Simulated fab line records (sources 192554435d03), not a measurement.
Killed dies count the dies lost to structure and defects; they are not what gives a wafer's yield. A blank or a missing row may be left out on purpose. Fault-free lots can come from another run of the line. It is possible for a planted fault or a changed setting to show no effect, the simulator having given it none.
Which tool is to blame? ; flow n5_finfet ; 11 lots with 33 wafers sampled at 5 steps, on a route of 1938 steps

WHAT THE GAUGES SHOWED, per wafer
N5_PASSIVATION_CD_MEAS_10 targets a cd of 3000 nm.
lot;measured;on;cd_nm (nm)
L209;day 11 17:34;cd_sem-01;2999.7 3000.3 3003.6
L212;day 12 23:04;cd_sem-03;3000.7 3002.1 3000.0
L213;day 13 05:41;cd_sem-01;2978.9 2979.0 2978.9
L214;day 13 10:32;cd_sem-03;2999.1 3000.1 2998.9
L218;day 14 15:53;cd_sem-03;2978.2 2980.0 2979.4
L225;day 15 22:15;cd_sem-03;3000.4 3000.8 2998.4
L226;day 16 02:01;cd_sem-02;3002.0 3000.7 3001.3
L224;day 16 06:32;cd_sem-02;2999.2 2998.3 2998.8
L228;day 17 04:14;cd_sem-01;3002.0 2999.6 3001.6
L227;day 17 11:40;cd_sem-03;2999.8 2999.9 2998.9
L229;day 17 13:44;cd_sem-01;3001.6 3000.6 2999.3

N5_PASSIVATION_OVL_MEAS_60.
lot;measured;on;TV_OVL (nm)
L209;day 11 17:36;overlay-02;1 2 5
L212;day 12 23:05;overlay-01;5 11 4
L213;day 13 05:43;overlay-02;6 0 -1
L214;day 13 10:34;overlay-02;15 5 0
L218;day 14 15:55;overlay-02;6 2 9
L225;day 15 22:16;overlay-02;7 1 9
L226;day 16 02:03;overlay-01;8 10 2
L224;day 16 06:34;overlay-02;1 9 -6
L228;day 17 04:16;overlay-02;5 6 9
L227;day 17 11:42;overlay-02;9 12 8
L229;day 17 13:46;overlay-02;0 2 -2

WHAT TOOL EACH LOT RAN ON (gives the tool, then ch and the chambers of the sampled wafers, and finally the start)
lot;N5_MIM_TOP_ALD_02;N5_MIM_TOP_ETCH_STRIP_01;N5_PASSIVATION_PEB_08
L209;ald_hk-02 ch 1,2, day 11 15:22 or earlier;rie_diel-05 ch 0,1,3, day 11 15:22;litho_track-01 ch 0, day 11 17:26
L212;ald_hk-03 ch 1,3, day 12 21:10 or earlier;rie_diel-01 ch 1,2,3, day 12 21:10;litho_track-02 ch 0, day 12 22:56
L213;ald_hk-02 ch 0,2,3, day 13 03:40 or earlier;rie_diel-01 ch 2,3, day 13 03:40;litho_track-02 ch 0, day 13 05:34
L214;ald_hk-03 ch 0,3, day 13 08:37 or earlier;rie_diel-03 ch 1,2, day 13 08:37;litho_track-01 ch 0, day 13 10:25
L218;ald_hk-02 ch 1,2,3, day 14 13:50 or earlier;rie_diel-01 ch 1,2,3, day 14 13:50;litho_track-02 ch 0, day 14 15:46
L225;ald_hk-01 ch 1,2, day 15 20:13 or earlier;rie_diel-03 ch 0,2, day 15 20:13;litho_track-04 ch 0, day 15 22:08
L226;ald_hk-02 ch 1,3, day 15 21:53 or earlier;rie_diel-05 ch 0,2, day 15 21:53;litho_track-01 ch 0, day 16 01:53
L224;ald_hk-02 ch 2,3, day 16 04:24 or earlier;rie_diel-01 ch 1,2, day 16 04:24;litho_track-04 ch 0, day 16 06:25
L228;ald_hk-02 ch 0,3, day 17 02:26 or earlier;rie_diel-05 ch 0,2,3, day 17 02:26;litho_track-04 ch 0, day 17 04:07
L227;ald_hk-01 ch 1,2, day 17 09:14 or earlier;rie_diel-03 ch 0,3, day 17 09:14;litho_track-01 ch 0, day 17 11:33
L229;ald_hk-02 ch 0,2,3, day 17 11:46 or earlier;rie_diel-01 ch 0,2,3, day 17 11:46;litho_track-02 ch 0, day 17 13:37
- N5_MIM_TOP_ALD_02: deposits Al2O3, purge time 3 s, co reactant pulse time 3 s.
- N5_MIM_TOP_ETCH_STRIP_01: strips in O2.
- N5_PASSIVATION_PEB_08

WHAT THE TOOLS THEMSELVES READ (means of the sampled wafers that have a number; where no wafer has one, the mark that the record gives instead)
N5_MIM_TOP_ALD_02.
lot;tool;precursor_pulse_height_rel
L209;ald_hk-02;0.986
L212;ald_hk-03;1.001
L213;ald_hk-02;0.997
L214;ald_hk-03;1.021
L218;ald_hk-02;0.994
L225;ald_hk-01;0.999
L226;ald_hk-02;0.985
L224;ald_hk-02;0.982
L228;ald_hk-02;1.006
L227;ald_hk-01;1.014
L229;ald_hk-02;0.996

N5_MIM_TOP_ETCH_STRIP_01.
lot;tool;drypump_motor_current_A (A);oes_product_au (a.u.);rf_vpp_V (V);showerhead_plenum_p_Torr (Torr);throttle_valve_pct (%)
L209;rie_diel-05;5.8;0.73;3.9;2.09;17.08
L212;rie_diel-01;5.5;0.85;3.4;2.10;16.50
L213;rie_diel-01;5.3;0.88;3.1;2.10;16.43
L214;rie_diel-03;5.9;0.71;4.4;2.15;16.72
L218;rie_diel-01;5.5;0.82;3.6;2.09;16.53
L225;rie_diel-03;5.7;0.71;3.6;2.05;16.62
L226;rie_diel-05;5.2;0.86;3.0;2.11;16.34
L224;rie_diel-01;5.7;0.77;4.0;2.06;16.56
L228;rie_diel-05;5.4;0.82;4.0;2.09;16.70
L227;rie_diel-03;6.2;0.77;2.3;2.08;16.63
L229;rie_diel-01;5.5;0.77;3.2;2.07;16.55

THE ANSWER, worked out from the rows above alone
Rule: what is usual is taken from the lots themselves. The widest of any qualifying gaps counts: lots, ordered by their means at a reading, are off when they make up no more than a third of the lots, leave a main group of 4 or more, and stand apart from it by 3 or more times the standard deviation of that group's means. A main group is skipped when, at the precision printed for the reading in the tables above, its means are all equal. Also off: a lot with no number at a reading for which 4 or more lots have one. The other lots that the step has rows for count as sound. First the gauges in route order, then the tools' own readings, where a lot's mean is used as printed above. At the first step where some lot is off, the reading lying furthest off is the one used; lots without a number count as furthest.
Off: L213, L218, at N5_PASSIVATION_CD_MEAS_10 (cd_nm). The main group: mean 3000.3 nm, standard deviation 0.88.
If a tool, at a process step before that reading, ran all the lots that are off and no sound lot after the first of them, it fits. Gauges at N5_PASSIVATION_CD_MEAS_10: tried the same way as those tools. Because N5_MIM_TOP_ALD_02 lacks a start for some lots, the hours and order of its lots are taken from N5_MIM_TOP_ETCH_STRIP_01. No candidate that was tried fits.

WHAT THE SIMULATOR HAD INSERTED
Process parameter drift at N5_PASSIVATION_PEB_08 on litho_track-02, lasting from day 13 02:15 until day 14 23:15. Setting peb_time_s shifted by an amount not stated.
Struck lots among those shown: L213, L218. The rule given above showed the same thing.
